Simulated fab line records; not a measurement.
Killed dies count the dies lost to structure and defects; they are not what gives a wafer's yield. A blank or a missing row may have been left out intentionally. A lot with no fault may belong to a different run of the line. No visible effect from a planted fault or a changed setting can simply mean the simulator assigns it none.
Chamber matching + flow nand-harc + NHARC_P_CONTACT_DESCUM_17 on rie-diel-06 has 4 sister chambers
The step chemistry O2, time 3 s. 16 wafers are shown with their chamber, then 8 later ones without.

== EACH WAFER AND ITS CHAMBER ==
| wafer  | chamber | drypump-motor-current-A (A) | rf-vpp-V (V) | oes-product-au (a.u.) |
|--------|---------|-----------------------------|--------------|-----------------------|
| L075.1 | 1       | 5.8                         | 56.7         | 0.984                 |
| L075.3 | 2       | 4.9                         | 58.6         | 0.997                 |
| L075.4 | 3       | 6.0                         | 58.7         | 1.001                 |
| L077.3 | 3       | 6.0                         | 58.0         | 0.980                 |
| L077.5 | 2       | 4.8                         | 58.3         | 1.001                 |
| L077.6 | 1       | 5.8                         | 56.9         | 1.006                 |
| L078.3 | 3       | 6.0                         | 59.9         | 0.984                 |
| L078.4 | 1       | 5.8                         | 57.1         | 0.996                 |
| L078.6 | 1       | 5.8                         | 57.8         | 1.009                 |
| L079.1 | 1       | 5.8                         | 58.5         | 0.999                 |
| L079.4 | 3       | 6.0                         | 58.7         | 0.979                 |
| L079.5 | 1       | 5.7                         | 57.0         | 1.006                 |
| L081.3 | 0       | 5.8                         | 56.7         | 0.990                 |
| L081.4 | 2       | 4.8                         | 57.6         | 0.989                 |
| L081.5 | 0       | 5.8                         | 57.7         | 0.980                 |
| L084.2 | 0       | 5.8                         | 58.0         | 0.993                 |

SIGNATURES, as means of the wafers listed above
| reading                 | chamber 0 | chamber 1 | chamber 2 | chamber 3 | scatter within a chamber |
|-------------------------|-----------|-----------|-----------|-----------|--------------------------|
| drypump-motor-current-A | 5.800     | 5.783     | 4.833     | 6.000     | 0.0354                   |
| rf-vpp-V                | 57.467    | 57.333    | 58.167    | 58.825    | 0.686                    |
| oes-product-au          | 0.98767   | 1.00000   | 0.99567   | 0.98600   | 0.0087                   |
Rule: a wafer's distance from a chamber is the root of the sum, over the readings, of the square of ((its reading less the chamber's mean) divided by the reading's scatter). If the next closest chamber is less than 2 further off than the closest, the wafer can't be placed; otherwise it belongs to the closest. How the scatter is found: for the shown wafers, subtract from each reading the mean of its chamber, square and add these, divide the total by (wafers less chambers), then take the root.

== WAFERS WITHOUT THEIR CHAMBER ==
| wafer  | drypump-motor-current-A (A) | rf-vpp-V (V) | oes-product-au (a.u.) |
|--------|-----------------------------|--------------|-----------------------|
| L084.3 | 4.8                         | 59.2         | 0.997                 |
| L084.6 | 5.8                         | 58.4         | 0.983                 |
| L090.2 | 5.8                         | 58.7         | 0.991                 |
| L090.3 | 5.8                         | 58.3         | 0.989                 |
| L090.6 | 5.8                         | 58.7         | 1.000                 |
| L097.1 | 5.7                         | 58.8         | 0.989                 |
| L097.3 | 5.7                         | 57.6         | 0.993                 |
| L097.5 | 5.7                         | 56.6         | 0.982                 |

== THE CHAMBER EACH PASSED THROUGH ==
| wafer  | from the rows above     | in truth |
|--------|-------------------------|----------|
| L084.3 | 2                       | 2        |
| L084.6 | can't be placed: 0 or 1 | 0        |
| L090.2 | can't be placed: 0 or 1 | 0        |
| L090.3 | can't be placed: 0 or 1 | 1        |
| L090.6 | can't be placed: 1 or 0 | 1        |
| L097.1 | can't be placed: 1 or 0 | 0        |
| L097.3 | can't be placed: 1 or 0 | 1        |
| L097.5 | can't be placed: 0 or 1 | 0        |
Correctly placed: 1 of 8. Cannot be placed on the basis of these rows: 7; the candidates contain the true chamber in 7. Placed wrongly: 0.
